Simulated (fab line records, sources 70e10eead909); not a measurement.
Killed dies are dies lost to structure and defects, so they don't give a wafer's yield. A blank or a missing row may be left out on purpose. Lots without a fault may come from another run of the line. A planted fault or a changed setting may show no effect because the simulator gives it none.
fab line records | flow nand_harc
record lots=11 wafers=33 last_day=34
route steps=1302 shown P_ZERO_WELL@18 P_STI@89
lots that met no fault: from a run of the same line without faults
start_h: hours from the record's first day to the start of the lot's first wafer shown | wait_h: hours since the lot's step before | " the same as in the row above | L1.1+2: a row that stands for several wafers | - no value, or no start given | * or withheld: withheld | < > ~ a bound
route shown NAME@n: a module of which the file shows steps, and the number in the route of the first | usual: mean/standard deviation of fault-free wafers | same: alike in all rows | chamber/n: place in a boat | sites: the reading at each site | _std_site: their standard deviation | _edge_site: outer sites' mean less inner sites' | radius_mm: how far each site lies from the wafer's centre | mask NAME#n: copy n | behind: the tool/chamber that last shaped the wafer | hold: why the lot was held/for how many hours/how that ended | device: the transistor (n, p or np) that didn't switch | end of line: the same wafers' tests at the end of the route | a step without rows: its recipe alone | killed: dies lost to structure and defects at the first sort, not the wafer's yield | map: a wafer's dies, x killed, . not, _ none there
set.NAME: the setting as run; set.NAME@STEP: as run at that earlier step | model.NAME: the simulator's own value behind a step, which no gauge read
steps of the route over a sample of lots; a table a step, a row a wafer
services: from which hour (start_h, from the record's first day; less than 0 if before it) a tool's chamber was out of use, for how many hours, and why
## steps
# step NHARC_P_ZERO_WELL_ETCH_62
# recipe target_depth_a=130 time_s=6.5 chf3_flow_sccm=50 ar_flow_sccm=200 rf_w=500 bias_w=200 chemistry=CHF3/Ar
# usual bias_w=200.0/0.59 drypump_motor_current_A=6.15/0.23 oes_product_au=0.955/0.019 rf_vpp_V=369.5/2.1 showerhead_plenum_p_Torr=2.29/0.088 throttle_valve_pct=20.217/0.0091
# columns lot.wafer tool chamber start_h wait_h bias_w drypump_motor_current_A oes_product_au rf_hours_counter_h rf_vpp_V showerhead_plenum_p_Torr throttle_valve_pct
L278.2 rie_diel-05 3 - - 200.7 6.39 0.939 39 366.9 2.22 20.230
L278.5 " 2 " " 200.8 6.14 0.934 - 368.3 2.29 20.211
L278.6 " 3 " " 200.3 6.39 0.933 - 366.8 2.22 20.216
L280.2 rie_diel-05 1 - - 200.4 6.09 0.966 42 369.5 2.32 20.212
L280.1 " 3 " " 199.9 6.38 0.968 46 368.0 2.21 20.233
L280.6 " 1 " " 200.9 6.08 0.965 - 371.2 2.32 20.217
L281.3 rie_diel-08 1 - - 199.0 5.93 0.964 15 366.3 2.18 20.220
L281.1 " 3 " " 199.8 6.26 0.934 10 370.4 2.30 20.221
L281.5 " 2 " " 199.0 6.32 0.944 - 368.1 2.22 20.216
L291.3 rie_diel-08 1 - - 199.4 5.91 0.934 47 366.4 2.17 20.211
L291.1 " 3 " " 201.7 6.28 0.917 38 370.2 2.29 20.215
L291.4 " 3 " " 200.3 6.31 0.915 - 369.0 2.29 20.211
L292.1 rie_diel-05 3 - - 200.1 6.39 0.990 35 366.8 2.20 20.226
L292.6 " 3 " " 199.6 6.39 0.979 - 366.1 2.20 20.214
L292.5 " 0 " " 199.6 5.89 0.965 - 370.1 2.33 20.212
L293.1 rie_diel-05 1 - - 199.3 6.10 0.974 34 370.0 2.31 20.219
L293.4 " 2 " " 200.5 6.13 0.973 36 367.7 2.27 20.217
L293.5 " 0 " " 199.3 5.83 0.954 - 371.0 2.33 20.204
L294.4 rie_diel-05 2 - - 200.2 6.11 0.979 39 369.0 2.27 20.222
L294.1 " 0 " " 199.8 5.84 0.957 40 370.5 2.33 20.214
L294.6 " 2 " " 200.4 6.10 0.982 - 368.1 2.27 20.218
L295.3 rie_diel-05 0 - - 200.8 5.84 0.955 43 371.3 2.33 20.209
L295.2 " 2 " " 200.1 6.11 0.942 41 369.2 2.27 20.217
L295.6 " 3 " " 200.7 6.39 0.965 - 367.3 2.19 20.222
L299.3 rie_diel-08 0 - - 199.4 6.40 0.917 14 371.3 2.38 20.207
L299.1 " 3 " " 200.8 6.27 0.931 14 368.9 2.28 20.225
L299.6 " 0 " " 200.6 6.41 0.928 - 371.8 2.38 20.226
L300.4 rie_diel-05 3 - - 200.6 6.39 0.975 1 367.5 2.19 20.217
L300.1 " 2 " " 199.9 6.10 0.974 1 368.7 2.26 20.219
L300.6 " 3 " " 200.4 6.40 0.977 - 368.6 2.19 20.216
L301.2 rie_diel-08 0 - - 200.2 6.44 0.920 19 370.4 2.38 20.213
L301.3 " 1 " " 199.6 5.91 0.934 19 374.2 2.53 20.209
L301.5 " 0 " " 200.4 6.44 0.927 - 370.7 2.38 20.212
# step NHARC_P_ZERO_WELL_DESCUM_39
# recipe time_s=3 o2_flow_sccm=200 ar_flow_sccm=0 bias_power_w=0 chemistry=O2
# usual drypump_motor_current_A=6.12/0.25 o2_flow_sccm=200.0/0.64 oes_product_au=1.000/0.0099 rf_vpp_V=57.7/0.86 showerhead_plenum_p_Torr=1.89/0.089 throttle_valve_pct=11.311/0.0086
# columns lot.wafer tool chamber start_h wait_h drypump_motor_current_A o2_flow_sccm oes_product_au rf_hours_counter_h rf_vpp_V showerhead_plenum_p_Torr throttle_valve_pct
L278.2 rie_diel-09 3 24.40 - 5.97 199.4 1.013 17 57.1 2.03 11.318
L278.6 " 2 " " 6.29 199.2 0.997 - 57.6 1.86 11.301
L278.5 " 3 " " 6.00 199.2 1.011 - 57.0 2.03 11.308
L280.2 rie_diel-09 0 44.53 - 6.40 200.1 0.987 25 57.3 1.85 11.314
L280.1 " 2 " " 6.27 199.6 0.989 23 56.3 1.85 11.318
L280.6 " 0 " " 6.40 199.5 0.984 - 59.4 1.85 11.315
L281.3 rie_diel-08 3 55.39 - 6.27 200.7 0.992 14 57.7 1.87 11.302
L281.1 " 0 " " 6.39 200.0 0.991 17 57.5 1.96 11.317
L281.5 " 2 " " 6.33 199.5 1.002 - 57.5 1.81 11.305
L291.3 rie_diel-05 0 154.99 - 5.86 199.5 0.995 30 58.0 1.90 11.301
L291.1 " 1 " " 6.03 199.4 0.993 28 57.5 1.88 11.318
L291.4 " 2 " " 6.10 200.3 0.992 30 55.7 1.85 11.307
L292.1 rie_diel-05 0 164.04 - 5.85 200.8 0.985 32 58.0 1.90 11.306
L292.5 " 0 " " 5.83 200.7 0.993 - 57.4 1.90 11.312
L292.6 " 1 " " 6.06 199.4 0.989 - 57.3 1.88 11.309
L293.1 rie_diel-05 1 174.13 - 6.08 201.2 0.988 34 59.0 1.88 11.322
L293.4 " 2 " " 6.13 200.0 0.997 36 57.8 1.85 11.306
L293.5 " 2 " " 6.12 200.5 0.999 - 57.3 1.85 11.310
L294.1 rie_diel-08 1 184.18 - 5.93 200.0 1.007 62 56.7 1.76 11.298
L294.4 " 0 " " 6.46 199.0 1.004 43 58.2 1.95 11.308
L294.6 " 1 " " 5.94 200.5 1.008 - 57.3 1.76 11.317
L295.3 rie_diel-05 0 194.38 - 5.84 200.2 0.996 44 58.2 1.90 11.322
L295.2 " 1 " " 6.07 200.1 0.991 40 56.7 1.88 11.304
L295.6 " 0 " " 5.84 200.4 0.989 - 57.3 1.90 11.312
L299.1 rie_diel-08 1 239.95 - 5.92 199.1 1.014 15 59.4 2.07 11.304
L299.3 " 0 " " 6.42 198.9 0.992 15 58.6 1.95 11.332
L299.6 " 2 " " 6.32 200.3 1.006 - 57.1 1.79 11.316
L300.4 rie_diel-09 0 244.29 - 6.40 198.8 1.000 39 57.7 1.83 11.296
L300.1 " 1 " " 5.56 200.2 0.994 38 57.8 2.05 11.307
L300.6 " 0 " " 6.42 198.1 0.984 - 57.6 1.83 11.318
L301.2 rie_diel-08 0 254.47 - 6.45 199.6 0.992 19 58.4 1.95 11.330
L301.3 " 2 " " 6.32 200.4 1.015 21 56.9 1.78 11.315
L301.5 " 1 " " 5.92 200.7 1.013 - 57.7 2.07 11.298
# step NHARC_P_ZERO_WELL_DESCUM_54
# recipe time_s=3 o2_flow_sccm=200 ar_flow_sccm=0 bias_power_w=0 chemistry=O2
# usual drypump_motor_current_A=6.14/0.25 o2_flow_sccm=199.9/0.6 oes_product_au=0.999/0.01 rf_vpp_V=57.6/0.88 showerhead_plenum_p_Torr=1.88/0.09 throttle_valve_pct=11.311/0.0093
# columns lot.wafer tool chamber start_h wait_h drypump_motor_current_A o2_flow_sccm oes_product_au rf_hours_counter_h rf_vpp_V showerhead_plenum_p_Torr throttle_valve_pct
L278.2 rie_diel-05 3 26.06 - 6.41 201.0 0.993 40 58.3 1.80 11.324
L278.5 " 2 " " 6.11 199.7 0.997 - 56.4 1.86 11.307
L278.6 " 3 " " 6.40 200.7 1.007 - 57.6 1.80 11.314
L280.2 rie_diel-09 2 46.16 - 6.31 200.0 0.995 23 56.7 1.85 11.313
L280.1 " 0 " " 6.43 200.3 0.984 25 58.6 1.85 11.329
L280.6 " 2 " " 6.30 200.1 0.994 - 57.7 1.85 11.318
L281.1 rie_diel-08 0 56.92 - 6.40 199.6 0.992 17 57.6 1.96 11.321
L281.3 " 1 " " 5.94 199.6 1.003 18 55.8 1.77 11.320
L281.5 " 3 " " 6.28 200.0 0.981 - 58.2 1.87 11.312
L291.1 rie_diel-08 3 156.51 - 6.28 200.3 1.001 40 57.1 1.87 11.305
L291.3 " 2 " " 6.30 239.8 1.008 45 56.6 2.04 12.216
L291.4 " 2 " " 6.34 239.7 1.017 - 56.7 2.04 12.210
L292.1 rie_diel-08 1 165.55 - 5.93 200.8 1.009 51 58.1 1.76 11.300
L292.6 " 1 " " 5.91 199.8 0.993 - 58.2 1.76 11.316
L292.5 " 2 " " 6.33 239.5 0.991 - 58.1 2.04 12.213
L293.1 rie_diel-09 2 175.68 - 6.30 199.6 1.013 7 55.5 1.84 11.313
L293.4 " 3 " " 5.96 199.6 0.998 7 58.1 2.02 11.306
L293.5 " 1 " " 5.54 199.0 0.990 - 58.5 2.06 11.310
L294.4 rie_diel-05 1 185.70 - 6.04 200.1 1.006 38 57.4 1.88 11.332
L294.1 " 0 " " 5.83 198.9 0.992 41 58.8 1.90 11.304
L294.6 " 1 " " 6.09 198.9 0.995 - 58.9 1.88 11.301
L295.3 rie_diel-05 0 195.93 - 5.82 199.2 0.998 44 58.1 1.90 11.311
L295.2 " 1 " " 6.03 200.0 1.002 40 56.8 1.88 11.307
L295.6 " 2 " " 6.11 198.5 1.012 - 58.6 1.85 11.312
L299.1 rie_diel-05 0 241.59 - 5.80 200.3 1.016 1 58.7 1.90 11.325
L299.3 " 3 " " 6.38 199.8 0.995 1 56.3 1.78 11.321
L299.6 " 1 " " 6.08 198.8 1.002 - 57.6 1.88 11.296
L300.4 rie_diel-09 3 245.94 - 5.97 199.7 1.002 30 56.2 2.01 11.307
L300.1 " 2 " " 6.30 199.7 1.013 37 57.0 1.83 11.322
L300.6 " 0 " " 6.39 199.2 0.989 - 57.2 1.83 11.322
L301.3 rie_diel-08 1 256.00 - 5.93 199.7 1.000 20 57.3 2.07 11.313
L301.2 " 3 " " 6.28 199.3 1.007 19 57.5 1.85 11.319
L301.5 " 0 " " 6.41 199.4 0.983 - 58.5 1.95 11.320
# step NHARC_P_STI_ETCH_31
# recipe target_depth_a=1089 time_s=54.5 cf4_flow_sccm=100 chf3_flow_sccm=30 ar_flow_sccm=0 rf_w=500 bias_w=200 chemistry=CF4/CHF3
# usual bias_w=200.0/0.56 drypump_motor_current_A=5.59/0.24 oes_product_au=0.964/0.018 rf_vpp_V=371.2/1.9 showerhead_plenum_p_Torr=1.59/0.052 throttle_valve_pct=16.803/0.0082
# columns lot.wafer tool chamber start_h wait_h bias_w drypump_motor_current_A oes_product_au rf_hours_counter_h rf_vpp_V showerhead_plenum_p_Torr throttle_valve_pct
L278.2 rie_diel-06 0 - - 199.8 5.52 0.947 3.0 369.8 1.52 16.803
L278.6 " 1 " " 201.0 5.82 0.968 - 372.8 1.67 16.804
L278.5 " 2 " " 200.1 5.78 0.974 - 371.0 1.61 16.799
L280.2 rie_diel-06 1 - - 199.9 5.86 0.957 5.3 373.9 1.67 16.802
L280.1 " 2 " " 200.4 5.79 0.969 5.3 374.5 1.61 16.795
L280.6 " 0 " " 199.2 5.54 0.963 - 368.7 1.52 16.799
L281.3 rie_diel-11 0 - - 199.1 5.66 0.965 12.6 369.4 1.53 16.806
L281.1 " 1 " " 200.6 5.87 0.960 13.4 373.0 1.63 16.813
L281.5 " 2 " " 199.6 5.19 0.967 - 370.6 1.60 16.808
L291.1 rie_diel-11 2 - - 200.1 5.18 0.968 7.3 370.7 1.60 16.795
L291.3 " 3 " " 200.1 5.42 0.965 6.1 369.8 1.57 16.802
L291.4 " 1 " " 199.7 5.87 0.958 6.9 373.2 1.63 16.810
L292.1 rie_diel-11 0 - - 199.5 5.63 0.974 7.4 368.1 1.53 16.816
L292.5 " 1 " " 199.2 5.84 0.970 - 373.0 1.63 16.797
L292.6 " 2 " " 200.8 5.18 0.994 - 372.7 1.60 16.800
L293.1 rie_diel-06 0 - - 200.0 5.51 0.969 3.0 368.2 1.52 16.811
L293.4 " 2 " " 200.1 5.80 0.956 2.9 371.0 1.61 16.813
L293.5 " 0 " " 200.1 5.49 0.971 - 367.3 1.52 16.816
L294.4 rie_diel-01 2 - - 199.8 5.46 0.995 9.0 369.8 1.59 16.804
L294.1 " 1 " " 200.4 5.23 0.974 8.3 370.7 1.55 16.808
L294.6 " 3 " " 198.7 5.88 0.960 - 367.5 1.52 16.793
L295.2 rie_diel-11 2 - - 199.2 5.18 0.943 9.7 371.6 1.60 16.815
L295.3 " 3 " " 198.9 5.44 0.942 8.7 370.4 1.57 16.787
L295.6 " 1 " " 200.7 5.85 0.929 - 372.1 1.63 16.794
L299.1 rie_diel-06 0 - - 200.5 5.51 0.959 6.0 368.5 1.52 16.796
L299.3 " 2 " " 200.1 5.77 0.964 5.8 371.4 1.61 16.792
L299.6 " 1 " " 200.0 5.81 0.970 - 374.2 1.67 16.820
L300.4 rie_diel-06 3 - - 200.2 5.40 0.954 6.0 370.7 1.55 16.800
L300.1 " 2 " " 200.3 5.79 0.942 6.3 372.5 1.61 16.811
L300.6 " 3 " " 200.8 5.41 0.951 - 368.8 1.55 16.783
L301.2 rie_diel-06 2 - - 200.1 5.80 0.975 7.0 370.6 1.61 16.806
L301.3 " 3 " " 199.8 5.42 0.988 6.7 368.2 1.55 16.808
L301.5 " 1 " " 200.8 5.83 0.975 - 375.6 1.67 16.803
## services
# columns tool chamber start_h hours kind
rie_diel-08 - 13.91 9.0 pm
rie_diel-05 0 14.19 29.0 repair
rie_diel-06 0 21.04 15.7 repair
rie_diel-06 3 60.55 5.9 repair
rie_diel-05 0 61.89 9.4 repair
rie_diel-09 0 65.38 5.2 repair
rie_diel-05 2 70.55 2.5 repair
rie_diel-06 3 86.42 9.3 repair
rie_diel-08 - 88.58 0.6 repair
rie_diel-08 3 98.79 11.4 repair
rie_diel-06 0 106.67 7.9 repair
rie_diel-05 - 129.09 0.5 repair
rie_diel-08 0 129.61 42.0 repair
rie_diel-09 - 129.79 2.1 repair
rie_diel-06 - 130.23 9.0 pm
rie_diel-05 1 134.03 2.9 repair
rie_diel-09 - 144.03 9.0 pm
rie_diel-06 1 155.53 5.0 repair
rie_diel-08 - 192.87 9.0 pm
rie_diel-08 1 209.01 5.6 repair
rie_diel-09 3 209.09 12.3 repair
rie_diel-06 1 227.82 1.7 repair
rie_diel-05 - 229.65 9.0 pm
rie_diel-08 0 257.63 14.1 repair
## key
first_sign step=NHARC_P_ZERO_WELL_DESCUM_54 reading=throttle_valve_pct direction=up sigmas=97 usual=11.311 struck=12.213
effect step=NHARC_P_ZERO_WELL_DESCUM_54 reading=o2_flow_sccm direction=up sigmas=66 usual=* struck=*
met_at NHARC_P_ZERO_WELL_DESCUM_54
struck_lots L291,L292
struck_wafers L291.3,L291.4,L292.5
tester_left_out L291,L292
not_acting_at NHARC_P_ZERO_WELL_ETCH_62,NHARC_P_ZERO_WELL_DESCUM_39,NHARC_P_STI_ETCH_31
fault kind=process_parameter_drift tool=rie_diel-08 chamber=2 onset_h=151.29 steps=NHARC_P_ZERO_WELL_DESCUM_54 channel=o2_flow_sccm offset=* shape=step end_h=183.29 acts_in=* stated=*
# tester_left_out: of these lots the tester's yield and bins aren't shown, on N5 and GAA mostly nor the transistor test; their killed dies are dies lost to structure and defects alone, not to doping, threshold or leakage, so they don't give the yield
